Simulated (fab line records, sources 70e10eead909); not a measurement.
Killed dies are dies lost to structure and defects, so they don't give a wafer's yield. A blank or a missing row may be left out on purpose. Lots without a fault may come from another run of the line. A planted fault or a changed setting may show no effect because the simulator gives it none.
fab line records | flow nand_harc | part 1 of 2: steps 1 to 4 of 6
record lots=21 wafers=63 last_day=34
route steps=1302 shown A_STAIRCASE@651
lots that met no fault: from a run of the same line without faults
start_h: hours from the record's first day to the start of the lot's first wafer shown | wait_h: hours since the lot's step before | " the same as in the row above | L1.1+2: a row that stands for several wafers | - no value, or no start given | * or withheld: withheld | < > ~ a bound
route shown NAME@n: a module of which the file shows steps, and the number in the route of the first | usual: mean/standard deviation of fault-free wafers | same: alike in all rows | chamber/n: place in a boat | sites: the reading at each site | _std_site: their standard deviation | _edge_site: outer sites' mean less inner sites' | radius_mm: how far each site lies from the wafer's centre | mask NAME#n: copy n | behind: the tool/chamber that last shaped the wafer | hold: why the lot was held/for how many hours/how that ended | device: the transistor (n, p or np) that didn't switch | end of line: the same wafers' tests at the end of the route | a step without rows: its recipe alone | killed: dies lost to structure and defects at the first sort, not the wafer's yield | map: a wafer's dies, x killed, . not, _ none there
set.NAME: the setting as run; set.NAME@STEP: as run at that earlier step | model.NAME: the simulator's own value behind a step, which no gauge read
steps of the route over a sample of lots; a table a step, a row a wafer
services: from which hour (start_h, from the record's first day; less than 0 if before it) a tool's chamber was out of use, for how many hours, and why
## steps
# step NHARC_A_STAIRCASE_ETCH_169
# recipe target_depth_a=500 time_s=107.1 ion_energy_ev=120 ch3f_flow_sccm=50 o2_flow_sccm=30 ar_flow_sccm=200 rf_w=500 bias_w=100 chemistry=CH3F/O2
# usual drypump_motor_current_A=5.8/0.41 oes_product_au=0.963/0.019 rf_vpp_V=243.9/1.5 showerhead_plenum_p_Torr=2.42/0.088 throttle_valve_pct=20.664/0.0093
# columns lot.wafer tool chamber start_h wait_h drypump_motor_current_A oes_product_au rf_hours_counter_h rf_vpp_V showerhead_plenum_p_Torr throttle_valve_pct
L074.3 rie_diel-08 1 348.73 0.1 5.4 0.951 55 242.7 2.38 20.680
L074.5 " 2 " " 5.9 0.943 - 245.7 2.53 20.662
L074.6 " 3 " " 6.3 0.929 - 247.8 2.56 20.675
L076.3 rie_diel-07 1 368.41 0.1 6.2 0.989 23 244.5 2.37 20.659
L076.1 " 2 " " 5.9 0.977 25 243.0 2.45 20.662
L076.4 " 3 " " 4.9 0.965 25 242.8 2.35 20.667
L075.4 rie_diel-07 0 368.85 0.1 5.9 0.939 23 244.4 2.43 20.674
L075.2 " 3 " " 4.9 0.952 25 241.8 2.35 20.673
L075.5 " 0 " " 5.9 0.949 - 244.0 2.43 20.655
L079.4 rie_diel-08 3 396.97 0.1 6.3 0.972 5 245.3 2.56 20.676
L079.3 " 0 " " 5.8 0.965 7 242.3 2.29 20.659
L079.1 " 1 " " 5.5 0.967 8 242.1 2.37 20.673
L078.2 rie_diel-08 1 397.14 0.1 5.5 0.963 8 244.2 2.37 20.662
L078.4 " 2 " " 6.0 0.947 6 245.0 2.53 20.659
L078.3 " 0 " " 5.8 0.944 7 243.4 2.29 20.657
L080.3 rie_diel-07 2 407.23 0.1 5.9 0.999 39 243.4 2.44 20.664
L080.2 " 3 " " 4.9 0.950 39 242.9 2.34 20.664
L080.4 " 0 " " 5.8 0.933 25 243.6 2.43 20.673
L081.3 rie_diel-08 0 430.51 0.1 5.8 0.950 19 241.4 2.28 20.674
L081.6 " 2 " " 5.9 0.968 - 245.6 2.52 20.667
L081.5 " 3 " " 6.4 0.968 - 246.7 2.55 20.666
L082.1 rie_diel-07 1 433.92 0.1 6.3 0.963 43 243.3 2.36 20.664
L082.4 " 0 " " 5.8 0.948 32 243.5 2.43 20.672
L082.6 " 1 " " 6.3 0.969 - 242.3 2.36 20.658
L083.4 rie_diel-07 1 448.86 0.1 6.3 0.985 49 243.6 2.36 20.660
L083.3 " 0 " " 5.8 0.948 38 242.9 2.42 20.661
L083.6 " 1 " " 6.3 0.993 - 243.2 2.36 20.649
L084.2 rie_diel-08 0 457.98 0.1 5.8 0.956 27 241.0 2.28 20.656
L084.1 " 1 " " 5.4 0.965 29 243.5 2.37 20.675
L084.6 " 0 " " 5.8 0.958 - 244.2 2.28 20.667
L085.1 rie_diel-12 3 461.70 0.1 6.0 0.932 3 245.5 2.52 20.665
L085.4 " 0 " " 5.8 0.953 3 242.3 2.40 20.661
L085.5 " 2 " " 5.9 0.930 - 245.5 2.51 20.656
L087.1 rie_diel-12 1 467.32 0.1 5.6 0.959 5 245.1 2.37 20.668
L087.6 " 0 " " 5.8 0.975 - 243.5 2.40 20.667
L087.5 " 1 " " 5.6 0.955 - 244.6 2.37 20.658
L086.4 rie_diel-08 1 467.47 0.1 5.5 0.983 33 243.7 2.36 20.652
L086.1 " 2 " " 5.9 0.966 29 244.4 2.52 20.671
L086.3 " 0 " " 5.8 0.970 31 241.3 2.28 20.649
L088.1 rie_diel-07 1 497.26 0.1 6.3 0.975 4 242.7 2.35 20.660
L088.6 " 2 " " 5.9 0.972 - 242.8 2.44 20.648
L088.5 " 3 " " 4.9 0.962 - 242.7 2.33 20.659
L089.3 rie_diel-08 2 497.41 0.1 5.9 0.972 39 243.7 2.51 20.671
L089.1 " 0 " " 5.8 0.955 41 241.5 2.28 20.678
L089.6 " 1 " " 5.4 0.988 - 242.1 2.36 20.680
L090.2 rie_diel-08 2 516.18 0.1 6.0 0.959 42 245.5 2.51 20.661
L090.6 " 3 " " 6.4 0.981 - 245.3 2.54 20.658
L090.5 " 0 " " 5.8 0.970 - 242.4 2.27 20.656
L091.2 rie_diel-07 2 527.64 0.1 5.9 0.969 13 242.8 2.43 20.688
L091.3 " 3 " " 4.9 0.940 13 243.4 2.33 20.661
L091.5 " 3 " " 4.9 0.955 - 242.8 2.33 20.669
L093.2 rie_diel-12 2 542.22 0.1 5.8 0.990 29 244.6 2.50 20.671
L093.4 " 0 " " 5.8 0.964 34 242.7 2.38 20.650
L093.5 " 3 " " 6.0 0.963 - 246.1 2.51 20.665
L094.3 rie_diel-12 2 549.90 3.9 5.8 0.948 34 244.6 2.50 20.669
L094.2 " 1 " " 5.6 0.997 36 243.0 2.36 20.670
L094.5 " 2 " " 5.9 0.938 - 245.2 2.50 20.668
L095.3 rie_diel-08 1 570.32 0.1 5.4 0.988 8 244.6 2.35 20.676
L095.4 " 2 " " 5.9 0.974 6 245.5 2.51 20.653
L095.6 " 3 " " 6.4 0.958 - 244.4 2.54 20.665
L097.4 rie_diel-07 3 597.75 0.1 4.9 0.958 38 243.2 2.32 20.654
L097.1 " 1 " " 6.3 0.988 35 242.8 2.34 20.663
L097.5 " 0 " " 5.9 0.978 - 245.2 2.40 20.655
# step NHARC_A_STAIRCASE_DESCUM_11
# recipe time_s=3 o2_flow_sccm=200 ar_flow_sccm=0 bias_power_w=0 chemistry=O2
# usual drypump_motor_current_A=5.8/0.32 oes_product_au=0.998/0.012 rf_vpp_V=57.7/0.72 showerhead_plenum_p_Torr=1.90/0.067 throttle_valve_pct=11.312/0.01
# columns lot.wafer tool chamber start_h wait_h drypump_motor_current_A oes_product_au rf_hours_counter_h rf_vpp_V showerhead_plenum_p_Torr throttle_valve_pct
L074.3 rie_diel-08 1 350.44 - 5.4 0.988 55 57.6 1.85 11.314
L074.6 " 1 " " 5.4 0.990 - 58.3 1.85 11.318
L074.5 " 2 " " 5.9 0.985 - 58.9 1.97 11.311
L076.3 rie_diel-07 2 370.27 - 5.9 1.008 26 58.7 1.90 11.303
L076.1 " 3 " " 4.9 1.002 25 59.6 1.82 11.319
L076.4 " 1 " " 6.3 0.998 23 57.9 1.84 11.306
L075.2 rie_diel-12 2 370.61 - 5.8 0.992 25 57.5 1.97 11.321
L075.4 " 0 " " 5.8 0.993 - 57.4 1.87 11.310
L075.5 " 2 " " 5.8 0.994 - 57.9 1.97 11.316
L079.3 rie_diel-08 1 398.74 - 5.5 1.020 8 56.6 1.85 11.309
L079.1 " 3 " " 6.3 1.007 5 58.4 1.99 11.313
L079.4 " 0 " " 5.8 0.979 7 57.3 1.78 11.303
L078.2 rie_diel-07 3 398.91 - 4.9 1.000 34 57.2 1.82 11.324
L078.3 " 1 " " 6.2 0.997 31 56.6 1.84 11.303
L078.4 " 3 " " 4.9 0.998 - 58.2 1.82 11.294
L080.2 rie_diel-08 3 408.85 - 6.4 1.010 11 57.6 1.99 11.295
L080.4 " 0 " " 5.8 0.979 14 58.2 1.77 11.316
L080.3 " 2 " " 5.9 0.990 10 57.1 1.97 11.317
L081.3 rie_diel-08 2 432.12 - 5.9 0.994 15 57.2 1.96 11.303
L081.6 " 2 " " 5.9 1.005 - 58.0 1.96 11.302
L081.5 " 3 " " 6.3 1.014 - 59.0 1.99 11.325
L082.1 rie_diel-08 3 435.55 - 6.3 1.004 18 57.4 1.99 11.313
L082.4 " 1 " " 5.4 1.021 20 57.9 1.84 11.300
L082.6 " 3 " " 6.3 1.010 - 58.0 1.99 11.306
L083.4 rie_diel-08 2 450.69 - 5.9 0.996 23 57.5 1.96 11.319
L083.3 " 1 " " 5.5 1.011 27 57.8 1.84 11.326
L083.6 " 3 " " 6.3 1.016 - 58.0 1.99 11.324
L084.2 rie_diel-12 0 459.73 - 5.8 1.004 2 59.6 1.86 11.328
L084.1 " 2 " " 5.8 0.979 0 56.3 1.96 11.325
L084.6 " 0 " " 5.8 1.006 - 57.6 1.86 11.314
L085.1 rie_diel-12 2 463.47 - 5.9 0.983 2 57.0 1.96 11.310
L085.4 " 0 " " 5.7 1.001 3 56.4 1.86 11.330
L085.5 " 3 " " 6.0 0.996 - 57.3 1.96 11.311
L087.1 rie_diel-07 2 469.10 - 5.9 1.020 52 58.0 1.90 11.315
L087.5 " 0 " " 5.8 0.997 - 58.1 1.88 11.315
L087.6 " 1 " " 6.3 1.016 - 56.5 1.83 11.327
L086.3 rie_diel-08 1 469.25 - 5.5 1.008 34 57.8 1.84 11.331
L086.1 " 3 " " 6.4 1.003 28 57.4 1.99 11.303
L086.4 " 0 " " 5.8 0.994 32 56.7 1.77 11.308
L088.1 rie_diel-08 1 498.98 - 5.5 1.005 43 57.7 1.83 11.320
L088.6 " 1 " " 5.5 1.008 - 57.3 1.83 11.317
L088.5 " 2 " " 5.9 0.994 - 58.8 1.96 11.309
L089.1 rie_diel-12 2 499.16 - 5.9 0.985 15 59.1 1.95 11.312
L089.3 " 3 " " 6.0 0.990 14 58.8 1.96 11.325
L089.6 " 0 " " 5.8 0.997 - 58.0 1.86 11.314
L090.2 rie_diel-12 3 517.93 - 6.0 0.987 22 57.4 1.95 11.317
L090.6 " 0 " " 5.8 0.996 - 58.1 1.86 11.319
L090.5 " 1 " " 5.6 1.001 - 57.3 1.83 11.309
L091.2 rie_diel-12 2 529.64 - 5.8 1.015 24 58.0 1.95 11.303
L091.3 " 3 " " 6.0 0.981 24 58.5 1.95 11.297
L091.5 " 2 " " 5.8 1.000 - 56.9 1.95 11.291
L093.4 rie_diel-12 0 543.85 - 5.8 0.994 34 57.9 1.85 11.308
L093.2 " 1 " " 5.6 0.995 36 58.3 1.83 11.304
L093.5 " 0 " " 5.8 0.981 - 57.2 1.85 11.300
L094.2 rie_diel-12 0 552.24 - 5.8 0.988 41 58.6 1.85 11.305
L094.3 " 2 " " 5.9 1.002 35 57.5 1.95 11.314
L094.5 " 3 " " 6.1 0.984 - 58.1 1.95 11.310
L095.3 rie_diel-12 3 572.05 - 6.0 0.987 42 57.9 1.95 11.306
L095.4 " 0 " " 5.8 0.998 48 57.0 1.85 11.326
L095.6 " 2 " " 5.8 0.995 - 57.3 1.95 11.301
L097.4 rie_diel-12 0 599.50 - 5.8 0.991 53 58.0 1.85 11.319
L097.1 " 1 " " 5.6 0.979 48 57.9 1.83 11.303
L097.5 " 1 " " 5.6 0.997 - 57.9 1.83 11.312
# step NHARC_A_STAIRCASE_ETCH_19
# recipe target_depth_a=1000 time_s=40.5 ion_energy_ev=400 c4f8_flow_sccm=20 o2_flow_sccm=10 ar_flow_sccm=withheld rf_w=600 bias_w=1000 chemistry=C4F8/O2
# usual oes_product_au=0.942/0.012 rf_vpp_V=895/4.3
# columns lot.wafer tool chamber start_h wait_h oes_product_au rf_hours_counter_h rf_vpp_V
L074.3 rie_diel-08 2 - - 0.930 48 901
L074.6 " 2 " " 0.930 - 900
L074.5 " 3 " " 0.930 - 900
L076.1 rie_diel-07 1 - - 0.942 23 892
L076.3 " 3 " " 0.950 25 890
L076.4 " 0 " " 0.932 23 894
L075.2 rie_diel-12 1 - - 0.938 30 892
L075.4 " 2 " " 0.931 26 899
L075.5 " 3 " " 0.943 - 898
L079.1 rie_diel-08 2 - - 0.926 6 899
L079.3 " 3 " " 0.951 5 899
L079.4 " 0 " " 0.932 8 887
L078.3 rie_diel-07 1 - - 0.954 32 891
L078.2 " 3 " " 0.942 34 890
L078.4 " 2 " " 0.970 - 894
L080.4 rie_diel-08 0 - - 0.921 15 887
L080.3 " 2 " " 0.941 11 899
L080.2 " 3 " " 0.941 12 900
L081.3 rie_diel-08 1 - - 0.949 19 893
L081.6 " 3 " " 0.944 - 902
L081.5 " 1 " " 0.960 - 892
L082.4 rie_diel-08 3 - - 0.945 18 899
L082.1 " 2 " " 0.950 17 899
L082.6 " 0 " " 0.941 - 888
L083.4 rie_diel-08 1 - - 0.937 28 892
L083.3 " 2 " " 0.935 24 899
L083.6 " 0 " " 0.916 - 888
L084.2 rie_diel-12 2 - - 0.914 1 899
L084.1 " 0 " " 0.947 2 893
L084.6 " 3 " " 0.924 - 900
L085.1 rie_diel-12 0 - - 0.945 4 893
L085.4 " 1 " " 0.942 4 891
L085.5 " 3 " " 0.930 - 898
L087.1 rie_diel-07 2 - - 0.962 52 895
L087.6 " 0 " " 0.940 - 895
L087.5 " 1 " " 0.945 - 891
L086.4 rie_diel-08 0 - - 0.936 32 885
L086.3 " 1 " " 0.945 34 893
L086.1 " 3 " " 0.935 29 901
L088.1 rie_diel-08 1 - - 0.956 44 891
L088.6 " 1 " " 0.950 - 891
L088.5 " 2 " " 0.950 - 899
L089.3 rie_diel-12 3 - - 0.948 14 898
L089.1 " 2 " " 0.951 15 898
L089.6 " 3 " " 0.945 - 898
L090.2 rie_diel-12 2 - - 0.944 22 898
L090.6 " 1 " " 0.923 - 891
L090.5 " 2 " " 0.944 - 898
L091.3 rie_diel-12 0 - - 0.948 29 892
L091.2 " 1 " " 0.940 30 892
L091.5 " 3 " " 0.929 - 899
L093.2 rie_diel-12 3 - - 0.945 30 899
L093.4 " 0 " " 0.954 - 893
L093.5 " 3 " " 0.934 - 897
L094.2 rie_diel-12 0 - - 0.941 41 892
L094.3 " 1 " " 0.946 38 891
L094.5 " 3 " " 0.932 - 898
L095.3 rie_diel-12 3 - - 0.922 43 898
L095.4 " 2 " " 0.932 41 900
L095.6 " 3 " " 0.912 - 899
L097.4 rie_diel-12 3 - - 0.924 48 897
L097.1 " 0 " " 0.939 54 892
L097.5 " 1 " " 0.943 - 890
# step NHARC_A_STAIRCASE_DESCUM_186
# recipe time_s=3 o2_flow_sccm=200 ar_flow_sccm=0 bias_power_w=0 chemistry=O2
# usual drypump_motor_current_A=5.8/0.39 oes_product_au=0.999/0.012 rf_vpp_V=57.8/0.86 showerhead_plenum_p_Torr=1.89/0.067 throttle_valve_pct=11.312/0.0097
# columns lot.wafer tool chamber start_h wait_h drypump_motor_current_A oes_product_au rf_hours_counter_h rf_vpp_V showerhead_plenum_p_Torr throttle_valve_pct
L074.3 rie_diel-12 1 354.61 - 5.6 1.001 26 56.1 1.85 11.312
L074.5 " 0 " " 5.8 0.990 - 57.7 1.87 11.304
L074.6 " 1 " " 5.6 0.999 - 57.6 1.85 11.313
L076.3 rie_diel-07 2 374.12 - 5.9 1.019 27 57.5 1.90 11.304
L076.4 " 3 " " 4.9 0.996 26 56.4 1.82 11.312
L076.1 " 0 " " 5.8 0.984 24 57.9 1.89 11.309
L075.2 rie_diel-07 1 374.64 - 6.3 1.003 24 57.4 1.84 11.322
L075.4 " 1 " " 6.3 0.996 - 57.8 1.84 11.307
L075.5 " 2 " " 5.9 1.018 - 58.8 1.90 11.310
L079.3 rie_diel-08 2 405.71 - 5.9 0.992 9 56.9 1.97 11.315
L079.1 " 3 " " 6.4 0.997 10 59.4 1.99 11.300
L079.4 " 1 " " 5.5 1.014 11 56.2 1.84 11.306
L078.2 rie_diel-12 3 406.88 - 6.0 1.002 43 59.7 1.96 11.319
L078.4 " 1 " " 5.6 0.984 43 58.2 1.85 11.306
L078.3 " 2 " " 5.9 0.992 38 59.1 1.96 11.289
L080.2 rie_diel-07 2 412.40 - 5.9 1.028 40 58.1 1.90 11.298
L080.3 " 3 " " 4.9 1.003 39 57.8 1.82 11.316
L080.4 " 0 " " 5.8 0.980 26 57.2 1.89 11.325
L081.3 rie_diel-12 0 436.15 - 5.8 1.001 46 57.4 1.87 11.305
L081.5 " 2 " " 5.8 0.996 - 57.6 1.96 11.295
L081.6 " 3 " " 6.0 1.001 - 58.8 1.96 11.302
L082.4 rie_diel-08 3 439.22 - 6.4 1.008 19 57.2 1.99 11.299
L082.1 " 2 " " 6.0 1.005 17 57.5 1.96 11.306
L082.6 " 3 " " 6.4 1.011 - 57.8 1.99 11.316
L083.4 rie_diel-08 0 454.79 - 5.8 0.988 27 56.3 1.77 11.325
L083.3 " 1 " " 5.4 1.007 29 57.8 1.84 11.302
L083.6 " 3 " " 6.4 1.008 - 56.9 1.99 11.315
L084.2 rie_diel-07 0 463.77 - 5.8 0.994 45 57.8 1.88 11.315
L084.1 " 1 " " 6.3 1.001 53 58.1 1.83 11.295
L084.6 " 3 " " 4.9 1.000 - 57.8 1.81 11.312
L085.4 rie_diel-07 2 467.34 - 5.9 1.018 51 58.0 1.90 11.315
L085.1 " 3 " " 4.8 0.997 58 58.6 1.81 11.323
L085.5 " 2 " " 5.9 1.026 - 58.3 1.90 11.309
L087.1 rie_diel-08 0 472.89 - 5.8 0.992 34 57.8 1.77 11.304
L087.5 " 3 " " 6.4 0.995 - 58.1 1.99 11.311
L087.6 " 0 " " 5.8 0.990 - 56.6 1.77 11.330
L086.1 rie_diel-08 2 473.43 - 5.9 1.004 32 55.9 1.96 11.319
L086.3 " 3 " " 6.4 1.003 31 57.2 1.99 11.301
L086.4 " 0 " " 5.8 0.986 34 57.3 1.77 11.333
L088.1 rie_diel-07 1 502.67 - 6.3 1.021 5 57.3 1.83 11.305
L088.5 " 1 " " 6.3 1.019 - 57.4 1.83 11.312
L088.6 " 2 " " 5.9 0.985 - 57.2 1.89 11.310
L089.3 rie_diel-12 2 502.83 - 5.9 0.994 16 58.2 1.95 11.326
L089.1 " 0 " " 5.8 0.990 20 58.7 1.86 11.312
L089.6 " 2 " " 5.8 0.988 - 59.5 1.95 11.303
L090.2 rie_diel-07 1 521.68 - 6.3 1.006 10 57.4 1.83 11.316
L090.5 " 3 " " 4.9 0.987 - 57.3 1.81 11.311
L090.6 " 0 " " 5.8 0.998 - 55.5 1.88 11.322
L091.3 rie_diel-07 3 533.71 - 4.9 0.989 13 57.2 1.81 11.315
L091.2 " 1 " " 6.3 1.022 12 58.2 1.82 11.289
L091.5 " 0 " " 5.8 1.005 - 59.0 1.88 11.302
L093.2 rie_diel-12 1 550.69 - 5.6 1.003 37 57.1 1.83 11.326
L093.4 " 2 " " 5.9 1.011 34 57.6 1.95 11.299
L093.5 " 0 " " 5.8 1.005 - 58.8 1.85 11.319
L094.3 rie_diel-08 2 556.09 - 5.9 0.989 0 59.1 1.95 11.314
L094.2 " 3 " " 6.4 0.985 0 57.8 1.98 11.304
L094.5 " 1 " " 5.4 0.999 - 57.5 1.83 11.320
L095.4 rie_diel-12 2 576.12 - 5.8 1.007 42 57.2 1.94 11.324
L095.3 " 3 " " 6.0 0.986 43 58.4 1.95 11.306
L095.6 " 1 " " 5.6 0.995 - 57.9 1.83 11.322
L097.1 rie_diel-12 2 603.07 - 5.8 0.997 44 57.0 1.94 11.327
L097.4 " 3 " " 6.0 0.982 48 58.0 1.94 11.307
L097.5 " 2 " " 5.8 1.006 - 58.8 1.94 11.294
